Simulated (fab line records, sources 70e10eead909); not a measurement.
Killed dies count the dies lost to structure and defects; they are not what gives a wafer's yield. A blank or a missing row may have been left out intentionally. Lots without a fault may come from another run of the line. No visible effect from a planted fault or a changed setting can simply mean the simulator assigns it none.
A lot that was struck, set against a sound lot	flow nand harc	14 out of 1302 route steps
Sound: the wafers L386.2, L386.3, L386.4. Wafers L379.1, L379.5, L379.6 were the ones struck. The cause is named last.
At each step with rows: each side's tool, then ch and its chambers, then its first start. Under that, the readings that differ: sound wafers	struck wafers	difference of the means	sigmas: that difference in standard deviations of wafers without a fault.
alike: same words and numbers on both sides, and readings whose means sit less than 2 such deviations apart. not compared: any withheld reading, any reading some wafer has no value for, any bound like >300 that may hide the same value, and any number with overlapping values for which the record gives no deviation.
A row with sigmas, a row that says differs or no value, or rows on one side alone: a step with any of these is where the two part. Numbers that have no deviation but don't overlap get no sigmas and don't part them. Lack of a reading on every wafer of one side parts them only where that side has two or more wafers.

first, 2 steps without rows for these wafers: NHARC_A_DECK1_JOINT_ETCH_11 (etches SiO2 in dHF, target depth 35 nm); NHARC_A_DECK1_JOINT_CVD_12 (deposits poly-Si, target thk 90 nm, time 1800 s).
NHARC_A_DECK1_JOINT_CMP_13: polishes, target thk 51.023 nm.
  sound on cmp-02 ch 0,2,3, day 19 11:29; struck on cmp-04 ch 0,3, day 16 07:01
  alike: motor current A, time to endpoint s
NHARC_A_DECK1_JOINT_THK_MEAS_14: measures by ellipsometry.
  sound on film metro-01 at day 19 11:44; struck on film metro-02 at day 16 07:16
  alike: thk nm
after that, 1 step had no rows for these wafers: NHARC_A_DECK1_JOINT_SRD_04.
NHARC_A_DECK1_JOINT_ETCHBACK_00: etches the open film in HBr, target depth 30 nm, time 17.4 s.
  sound on rie si-01 ch 1,2,3, day 19 11:52; struck on rie si-05 ch 0,1, day 16 07:25
reading	sound	struck	difference	sigmas
oes product au (a.u.)	1.020 0.995 1.018	0.984 0.981 0.988	-0.027	-2
  alike: drypump motor current A, throttle valve pct
  not compared: rf hours counter h
then, 6 steps without rows for these wafers: NHARC_A_DECK1_JOINT_PRECLEAN_30 (cleans in SC1); NHARC_A_DECK1_JOINT_SRD_31; NHARC_A_DECK1_JOINT_CVD_34 (deposits SiNx, target thk 20 nm); NHARC_A_DECK1_JOINT_DEP_06 (deposits SiOx, target thk 80 nm); NHARC_A_DECK1_JOINT_CURE_26 (time 32 s); NHARC_A_DECK1_JOINT_ANNEAL_27 (time 3600 s).
NHARC_A_DECK1_JOINT_ANNEAL_28: time 1800 s.
  struck on furnace-01, day 16 23:35; sound on furnace-01 ch 0, day 20 02:20
  no value came back on the struck wafers for densification p h2o torr (Torr), ramp up c per min, spike tc centre C (C); on the sound wafers densification p h2o torr (Torr) reads 637.2 639.2 638.9
then, 1 step without rows for these wafers: NHARC_A_DECK1_JOINT_ANNEAL_29 (time 1800 s).

== WHERE THEY PART ==
At NHARC_A_DECK1_JOINT_ETCHBACK_00 first; at NHARC_A_DECK1_JOINT_ANNEAL_28 last (within this record only).

WHY: whatever the simulator had introduced
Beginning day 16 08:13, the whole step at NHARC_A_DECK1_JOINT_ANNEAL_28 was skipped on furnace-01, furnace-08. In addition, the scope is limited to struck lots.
